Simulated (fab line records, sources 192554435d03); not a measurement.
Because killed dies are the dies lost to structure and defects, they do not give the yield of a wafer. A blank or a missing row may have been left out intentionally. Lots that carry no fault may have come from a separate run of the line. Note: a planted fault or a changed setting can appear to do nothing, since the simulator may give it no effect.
A struck lot beside a sound one    flow n5Finfet    16 steps out of a route of 1938
Sound: these wafers, L445.2, L445.4, L445.6. The struck wafers were L458.2, L458.3, L458.4. The cause is named last.
Order at every step that has rows: each side's tool, ch and its chambers, its first start. Under that, the readings that differ: sound wafers    struck wafers    difference of the means    sigmas: that difference in standard deviations of wafers without a fault.
alike: a reading whose means differ by less than 2 such deviations, as well as words and numbers matching on both sides. not compared: withheld readings; readings where some wafer has no value; bounds like >300 that might hide an equal value; numbers whose values overlap and for which the record gives no deviation.
A row with sigmas, a row that says differs or no value, or rows on one side alone: a step with any of these is where the two part. Numbers that have no deviation but don't overlap get no sigmas and don't part them. A reading that every wafer of one side lacks parts them only if that side has two wafers or more.

N5_BEOL_M0_SAQP_CD_MEAS_40: the cd target is 30 nm.
  sound on cdSem-03 ch 0, day 6 14:25; struck on cdSem-01 ch 0, day 9 19:05
  alike: cdNm
N5_BEOL_M0_SAQP_OVL_MEAS_41:
  sound on overlay-02 ch 0, day 6 14:26; struck on overlay-01 ch 0, day 9 19:07
  alike: M0_CUT1_OVL
N5_BEOL_M0_SAQP_INSPECT_42: inspects for defects (brightfield).
  sound on defectInspect-02 at day 6 14:29; struck on defectInspect-01 at day 9 19:10
  alike: rawDefectCount
N5_BEOL_M0_SAQP_DESCUM_45: chemistry O2, time 7 s.
  sound on rieDiel-04 ch 0,2,3, day 6 14:32; struck on rieDiel-04 ch 0,1,2, day 9 19:27
  alike: drypumpMotorCurrentA, oesProductAu, rfVppV, showerheadPlenumPTorr, throttleValvePct
  not compared: rfHoursCounterH
N5_BEOL_M0_SAQP_ETCH_88: etches underlayer in N2/H2, target depth 6.5 nm, time 5.2 s.
  sound on rieDiel-04 ch 0,2,3, day 6 14:34; struck on rieDiel-04 ch 0,1,2, day 9 19:29
  alike: drypumpMotorCurrentA, etchRfOnTimeS, oesProductAu, rfVppV, showerheadPlenumPTorr, throttleValvePct
  not compared: rfHoursCounterH
then, 1 step without rows for these wafers: N5_BEOL_M0_SAQP_ETCH_73 (etches SiARC in CF4, target depth 19.5 nm, time 32.5 s).
N5_BEOL_M0_SAQP_CUT_ETCH_46: etches SOC in N2/H2, target depth 135 nm, overetch 27 nm, time 202.5 s.
  sound on rieDiel-04 ch 0,2,3, day 6 14:37; struck on rieDiel-04 ch 0,1,2, day 9 19:32
  alike: drypumpMotorCurrentA, rfVppV, showerheadPlenumPTorr, throttleValvePct
  not compared: rfHoursCounterH
then, 3 steps without rows for these wafers: N5_BEOL_M0_SAQP_STRIP_74 (strips in N2/H2); N5_BEOL_M0_SAQP_STRIP_89 (strips in N2/H2); N5_BEOL_M0_SAQP_ALD_48 (deposits SiO2, target thk 20 nm, pulse time 1 s, co reactant pulse time 1 s).
N5_BEOL_M0_SAQP_ETCH_49: etches SiO2 in CF4/O2, target depth 37 nm.
  sound on rieDiel-03 ch 0,1,3, day 6 15:24; struck on rieDiel-02 ch 0,1, day 9 20:16
  alike: drypumpMotorCurrentA, oesProductAu, rfVppV, showerheadPlenumPTorr, throttleValvePct
  not compared: rfHoursCounterH
N5_BEOL_M0_SAQP_STRIP_75: strips in CF4.
  sound on rieDiel-03 ch 0,1,3, day 6 15:30; struck on rieDiel-02 ch 0,1, day 9 20:22
  alike: drypumpMotorCurrentA, oesProductAu, rfVppV, showerheadPlenumPTorr, throttleValvePct
  not compared: rfHoursCounterH
N5_BEOL_M0_CUTY_COAT_50: time 60 s, resist thk 15 nm.
  sound on lithoTrack-05 ch 0, day 6 15:32; struck on lithoTrack-02 ch 0, day 9 20:24
reading                                         sound                 struck                difference  sigmas
spinSpeedRpm (rpm)                              1498.6 1499.2 1500.0  1190.3 1191.0 1191.9  -308.2      -99 or more
model.SiARC_of_BEOL_M0_CUTY_COAT_50.thkNm (nm)  15 15 15              16.8 16.8 16.8        +1.8        
then, 1 step without rows for these wafers: N5_BEOL_M0_CUTY_COAT_51 (resist thk 150 nm).
-- here the record skips 2 days between the struck wafers' starts before and after, leaving off in module BEOL_M0_CUTY and picking up in module BEOL_M4 (first step shown: number 1111 of the route) --
N5_BEOL_M4_RC_MEAS_101:
  sound on prober-02 ch 0, day 9 00:23; struck on prober-02 ch 0, day 12 05:26
  alike: DIBL_N, DIBL_P, IOFF_N, IOFF_P, ION_N, ION_P, SS_N, SS_P, VT_N, VT_P
-- a jump in the record: the struck wafers' starts before and after are 5 days apart (it breaks off in module BEOL_M4 and resumes in module PASSIVATION, where the first step shown is number 1936 of the route) --
N5_PASSIVATION_PROBE_49:
  sound on prober-02 at day 13 15:51; struck on prober-02 at day 16 22:26
reading                  sound           struck          difference  sigmas
defectLimitedYield (%)   92.5 94.2 90.4  89.7 88.7 87.0  -3.9        -3
killed_at_M0_to_M3       35 24 39        52 58 76        +29         +2
killedAtFrontEnd         25 19 41        45 54 56        +23         +2
killedDies               88 69 113       121 133 153     +46         +3
killedOpen               64 44 72        79 87 94        +27         +2
killedShort              22 25 41        40 44 56        +17         +2
sort_bin_5_function (%)  4.7 3.6 5.1     5.8 6.4 8.0     +2.3        +2
sort_bin_6_memory (%)    2.4 2.1 4.1     4.0 4.4 4.8     +1.5        +2
sortNPass                1092 1111 1067  1059 1047 1027  -46         -3
  alike: killed_at_M4_up, killedAtContacts, killedAtOther, sort_bin_8_speed

WHERE THEY PART
Earliest at N5_BEOL_M0_CUTY_COAT_50; latest, in this record, at N5_PASSIVATION_PROBE_49.

WHY: whatever the simulator had introduced
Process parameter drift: lithoTrack-02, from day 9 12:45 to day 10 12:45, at N5_BEOL_M0_CUTY_COAT_50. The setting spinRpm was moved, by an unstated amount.
